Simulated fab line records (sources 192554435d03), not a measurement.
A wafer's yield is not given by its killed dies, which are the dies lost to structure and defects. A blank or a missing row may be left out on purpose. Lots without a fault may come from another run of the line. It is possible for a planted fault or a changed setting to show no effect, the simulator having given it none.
Struck lot and sound lot, side by side -- flow n5_finfet -- 23 steps out of a route of 1938
Sound: these wafers, L416.4, L416.5, L416.6. Wafers L402.1, L402.3, L402.4 were the ones struck. The cause is named last.
For every step that has rows: the tool of each side, followed by ch and its chambers, followed by its first start. Under that, the readings that differ: sound wafers -- struck wafers -- difference of the means -- sigmas: that difference in standard deviations of wafers without a fault.
alike: a reading whose means differ by less than 2 such deviations, as well as words and numbers matching on both sides. not compared: withheld readings; readings where some wafer has no value; bounds like >300 that might hide an equal value; numbers whose values overlap and for which the record gives no deviation.
The two part at a step that has a row with sigmas, a row that says differs or no value, or rows on one side only. When numbers do not overlap yet have no deviation, they are printed without sigmas and do not part them. A reading missing from all wafers of one side parts the sides only when that side holds two or more wafers.

first, 9 steps without rows for these wafers: N5_WELL_APT_DESCUM_30 (chemistry O2, time 7.9 s); N5_WELL_APT_IMPLANT_31; N5_WELL_APT_IMPLANT_32; N5_WELL_APT_STRIP_33 (strips in SPM, time 900 s); N5_WELL_APT_RTA_34 (time 10 s); N5_WELL_APT_OXIDE_STRIP_42 (strips SiO2 in dHF, time 45 s, target depth 12 nm); N5_WELL_APT_PRECLEAN_36 (cleans in O3/DIW, time 45 s); N5_WELL_APT_PRECLEAN_39 (cleans in dHF, time 60 s); N5_WELL_APT_SRD_37 (time 30 s).
N5_WELL_APT_EPI_41: deposits Si from SiH4/H2, target thk 50 nm, time 297.7 s.
  sound on epi_rpcvd-03 ch 0, day 7 10:48; struck on epi_rpcvd-01 ch 0, day 3 21:54
  alike: throttle_valve_pct
N5_WELL_APT_INSPECT_38: inspects for defects (darkfield).
  sound: defect_inspect-01 at day 7 11:14; struck: defect_inspect-01 at day 3 22:44
reading,sound,struck,difference,sigmas
raw_defect_count,13 16 19,712 656 682,+667,+99 or more
then, 8 steps without rows for these wafers: N5_PMOS_HMC_CHANNEL_EPI_HM_DEP_34 (deposits SiO2 from TEOS/O2, target thk 36 nm, time 6.9 s); N5_PMOS_HMC_CHANNEL_EPI_COAT_31 (time 60 s, resist thk 66 nm); N5_PMOS_HMC_CHANNEL_EPI_COAT_03 (resist thk 205 nm); N5_PMOS_HMC_CHANNEL_EPI_EBR_05; N5_PMOS_HMC_CHANNEL_EPI_SOFTBAKE_04 (time 60 s); N5_PMOS_HMC_CHANNEL_EPI_EXPOSE_06 (exposes mask PMOS HMC BLK, target cd 240 nm); N5_PMOS_HMC_CHANNEL_EPI_PEB_07 (peb time 60 s); N5_PMOS_HMC_CHANNEL_EPI_DEVELOP_08 (develop time 30 s).
N5_PMOS_HMC_CHANNEL_EPI_INSPECT_11: inspects for defects (macro).
  sound: defect_inspect-01 at day 7 11:44; struck: defect_inspect-02 at day 3 23:14
reading,sound,struck,difference,sigmas
raw_defect_count,3 0 0,>300 >300 >300,differs,
then, 1 step without rows for these wafers: N5_PMOS_HMC_CHANNEL_EPI_DESCUM_14 (chemistry O2, time 7.9 s).
-- record jumps: 6 days separate the struck wafers' starts on either side; left off in module PMOS_HMC_CHANNEL_EPI, taken up again in module BEOL_M4, whose first shown step is the route's number 1111 --
N5_BEOL_M4_RC_MEAS_101:
  sound on prober-01 ch 0, day 13 18:04; struck on prober-01 ch 0, day 10 08:14
  alike: DIBL_N, DIBL_P, IOFF_N, IOFF_P, ION_N, ION_P, SS_N, SS_P, VT_N, VT_P
-- record jumps: 4 days separate the struck wafers' starts on either side; left off in module BEOL_M4, taken up again in module PASSIVATION, whose first shown step is the route's number 1936 --
N5_PASSIVATION_PROBE_49:
  the record has rows for the struck wafers here (prober-01, day 14 12:30) and none for the sound ones

WHERE THEY PART
First at N5_WELL_APT_INSPECT_38; last, within this record, at N5_PASSIVATION_PROBE_49.

WHY: what had been put in by the simulator
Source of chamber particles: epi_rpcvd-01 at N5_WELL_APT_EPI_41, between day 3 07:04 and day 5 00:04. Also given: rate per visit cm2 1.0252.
